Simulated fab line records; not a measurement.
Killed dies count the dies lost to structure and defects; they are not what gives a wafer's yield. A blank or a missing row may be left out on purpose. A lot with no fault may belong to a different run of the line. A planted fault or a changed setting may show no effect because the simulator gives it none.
A sampling plan put to the test | flow nand_harc | one fab line, 21 faults that these records tell of, each judged on the records of the lots that it struck; 1 more is left out, because the records don't allow judging it
The plan consists of the line's own looks: route steps at which the wafer is read by a gauge or an inspection but not changed. A look can be judged if struck wafers have a number there and the file gives its usual mean and standard deviation on fault-free wafers. Caught: a look later than the fault's first step finds the struck wafers' mean 4 or more of those standard deviations (sigma) from the usual mean. On the tool: the identical test, applied to the tool's own readings at the steps of the fault. Another recipe on the struck wafers, or a record that is blank for them alone, also counts as caught.

## THE FAULTS, as the simulator had put them in
1. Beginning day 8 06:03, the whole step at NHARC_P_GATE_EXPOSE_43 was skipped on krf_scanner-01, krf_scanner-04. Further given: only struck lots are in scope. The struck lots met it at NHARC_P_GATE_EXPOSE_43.
2. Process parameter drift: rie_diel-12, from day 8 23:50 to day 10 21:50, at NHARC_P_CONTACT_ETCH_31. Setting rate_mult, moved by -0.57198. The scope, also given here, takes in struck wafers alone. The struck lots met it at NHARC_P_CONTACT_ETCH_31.
3. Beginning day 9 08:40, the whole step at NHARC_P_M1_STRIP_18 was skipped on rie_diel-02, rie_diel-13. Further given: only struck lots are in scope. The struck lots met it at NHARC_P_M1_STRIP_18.
4. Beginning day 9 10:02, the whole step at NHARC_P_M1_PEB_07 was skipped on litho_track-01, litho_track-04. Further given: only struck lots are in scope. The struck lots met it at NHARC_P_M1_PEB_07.
5. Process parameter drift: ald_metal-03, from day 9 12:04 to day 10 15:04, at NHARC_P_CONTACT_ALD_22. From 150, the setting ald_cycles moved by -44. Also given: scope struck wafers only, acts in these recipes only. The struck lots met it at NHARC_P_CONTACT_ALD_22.
6. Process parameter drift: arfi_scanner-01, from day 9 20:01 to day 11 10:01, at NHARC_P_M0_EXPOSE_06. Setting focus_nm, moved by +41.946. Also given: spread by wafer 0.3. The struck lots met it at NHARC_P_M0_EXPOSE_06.
7. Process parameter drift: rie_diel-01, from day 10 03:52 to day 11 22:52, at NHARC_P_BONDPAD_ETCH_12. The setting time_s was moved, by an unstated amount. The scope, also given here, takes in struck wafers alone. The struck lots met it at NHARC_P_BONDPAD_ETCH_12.
8. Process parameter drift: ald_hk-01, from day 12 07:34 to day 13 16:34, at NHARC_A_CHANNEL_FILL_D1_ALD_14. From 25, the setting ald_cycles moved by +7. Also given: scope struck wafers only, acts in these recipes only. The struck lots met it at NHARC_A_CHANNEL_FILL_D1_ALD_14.
9. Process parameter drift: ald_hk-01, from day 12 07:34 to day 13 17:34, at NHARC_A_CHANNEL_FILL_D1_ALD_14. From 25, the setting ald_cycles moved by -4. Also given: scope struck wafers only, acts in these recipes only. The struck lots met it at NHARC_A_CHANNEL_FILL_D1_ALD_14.
10. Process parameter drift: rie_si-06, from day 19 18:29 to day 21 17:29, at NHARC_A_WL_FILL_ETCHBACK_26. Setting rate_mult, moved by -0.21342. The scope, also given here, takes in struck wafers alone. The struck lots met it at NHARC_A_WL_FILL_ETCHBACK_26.
11. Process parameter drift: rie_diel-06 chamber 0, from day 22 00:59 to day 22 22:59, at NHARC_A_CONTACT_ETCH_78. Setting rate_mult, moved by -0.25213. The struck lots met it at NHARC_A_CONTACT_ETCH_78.
12. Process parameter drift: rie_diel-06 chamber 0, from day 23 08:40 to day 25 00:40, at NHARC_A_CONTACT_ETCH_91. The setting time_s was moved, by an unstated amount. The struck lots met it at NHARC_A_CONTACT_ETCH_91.
13. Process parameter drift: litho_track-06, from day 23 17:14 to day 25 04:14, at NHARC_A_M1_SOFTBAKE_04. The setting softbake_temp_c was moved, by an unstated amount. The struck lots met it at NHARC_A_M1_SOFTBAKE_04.
14. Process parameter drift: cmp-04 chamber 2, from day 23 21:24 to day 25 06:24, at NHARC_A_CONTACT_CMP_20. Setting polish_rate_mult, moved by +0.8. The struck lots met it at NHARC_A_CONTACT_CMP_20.
15. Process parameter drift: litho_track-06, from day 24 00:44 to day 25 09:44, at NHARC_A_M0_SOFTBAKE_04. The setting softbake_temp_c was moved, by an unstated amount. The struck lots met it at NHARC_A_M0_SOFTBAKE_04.
16. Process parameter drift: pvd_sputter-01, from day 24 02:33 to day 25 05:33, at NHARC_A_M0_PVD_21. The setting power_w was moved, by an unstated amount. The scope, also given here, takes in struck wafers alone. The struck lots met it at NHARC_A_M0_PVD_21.
17. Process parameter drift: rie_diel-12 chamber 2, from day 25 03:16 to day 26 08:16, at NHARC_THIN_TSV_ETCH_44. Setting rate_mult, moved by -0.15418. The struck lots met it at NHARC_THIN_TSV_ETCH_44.
18. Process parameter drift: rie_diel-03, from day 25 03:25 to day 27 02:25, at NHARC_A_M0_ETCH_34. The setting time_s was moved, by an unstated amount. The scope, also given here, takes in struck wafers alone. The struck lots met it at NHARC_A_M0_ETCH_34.
19. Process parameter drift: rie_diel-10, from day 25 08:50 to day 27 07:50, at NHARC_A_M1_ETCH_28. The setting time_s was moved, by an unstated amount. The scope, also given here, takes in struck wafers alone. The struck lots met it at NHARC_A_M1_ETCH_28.
20. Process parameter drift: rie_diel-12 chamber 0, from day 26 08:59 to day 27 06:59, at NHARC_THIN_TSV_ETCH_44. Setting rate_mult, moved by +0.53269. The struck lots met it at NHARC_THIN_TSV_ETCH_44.
21. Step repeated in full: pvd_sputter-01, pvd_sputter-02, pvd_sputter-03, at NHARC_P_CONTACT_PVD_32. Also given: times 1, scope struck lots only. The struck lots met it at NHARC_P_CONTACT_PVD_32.

## WHAT THE PLAN SAW
fault | on the tool itself                               | first look that catches it                   | reading, sigma                    | median hours from its first step to that look | hours from the fault's start to the first struck lot there | judged looks passed uncaught
1     | no reading that can be judged                    | no look after it can be judged               | -                                 | -                                             | -                                                          | 0
2     | oes_product_au -34 sigma                         | NHARC_END_SORT_01                            | killed_at_periphery +99 or beyond | 426.4                                         | 427                                                        | 1
3     | the tool's record is blank for the struck wafers | NHARC_END_SORT_01                            | killed_at_periphery +99 or beyond | 411.1                                         | 408                                                        | 0
4     | the tool's record is blank for the struck wafers | no look after it can be judged               | -                                 | -                                             | -                                                          | 0
5     | under 2 sigma                                    | not the one look that can be judged after it | -                                 | -                                             | -                                                          | 1
6     | exposure_dose_mJ_cm2 +5.8 sigma                  | no look after it can be judged               | -                                 | -                                             | -                                                          | 0
7     | run_length_s -22 sigma                           | no look after it can be judged               | -                                 | -                                             | -                                                          | 0
8     | under 2 sigma                                    | not the one look that can be judged after it | -                                 | -                                             | -                                                          | 1
9     | under 2 sigma                                    | not the one look that can be judged after it | -                                 | -                                             | -                                                          | 1
10    | oes_product_au -15 sigma                         | not the one look that can be judged after it | -                                 | -                                             | -                                                          | 1
11    | oes_product_au -19 sigma                         | NHARC_END_SORT_01                            | killed_at_array +48               | 106.4                                         | 118                                                        | 0
12    | run_length_s -76 sigma                           | no look after it can be judged               | -                                 | -                                             | -                                                          | 0
13    | heater_power_total_W +11 sigma                   | no look after it can be judged               | -                                 | -                                             | -                                                          | 0
14    | time_to_endpoint_s -7.6 sigma                    | not the one look that can be judged after it | -                                 | -                                             | -                                                          | 1
15    | heater_power_total_W +38 sigma                   | no look after it can be judged               | -                                 | -                                             | -                                                          | 0
16    | cathode_dc_power_W +99 or beyond sigma           | no look after it can be judged               | -                                 | -                                             | -                                                          | 0
17    | oes_product_au -12 sigma                         | no look after it can be judged               | -                                 | -                                             | -                                                          | 0
18    | run_length_s -33 sigma                           | not the one look that can be judged after it | -                                 | -                                             | -                                                          | 1
19    | run_length_s -42 sigma                           | no look after it can be judged               | -                                 | -                                             | -                                                          | 0
20    | oes_product_au +41 sigma                         | not the one look that can be judged after it | -                                 | -                                             | -                                                          | 1
21    | under 2 sigma                                    | not the one look that can be judged after it | -                                 | -                                             | -                                                          | 1
A dash: the fault isn't caught, or these records don't give the number.

Caught at a look: 3 of 21. Caught on the tool: 16 of 21. By one or the other: 16 of 21.
Caught on the tool alone: faults 4, 6, 7, 10, 12, 13, 14, 15, 16, 17, 18, 19, 20.
Caught by neither: faults 1, 5, 8, 9, 21.

## THINNER SAMPLING
If the look that catches a fault measured only every second or every third lot, by lot number, the first struck lot would be measured this late in the worst case:
fault | struck lots at that look, in order of time | every lot | every second lot | every third lot
2     | L329, L327                                 | 427 h     | may miss all 2   | may miss all 2
3     | L458, L457, L460                           | 408 h     | 411 h            | may miss all 3
11    | L392, L396                                 | 118 h     | may miss all 2   | may miss all 2
Hours: fault start to first struck lot measured. The limit of 4 sigma was tested on all struck wafers together, so one lot alone may lie under it. Other struck lots may not be in these records.

## THE LONGEST TIMED WAY FROM STEP TO LOOK
Fault 2: a median of 426.4 hours passes between NHARC_P_CONTACT_ETCH_31 and NHARC_END_SORT_01. The look between them that can be judged stayed within 4 sigma: NHARC_P_CONTACT_INSPECT_27.
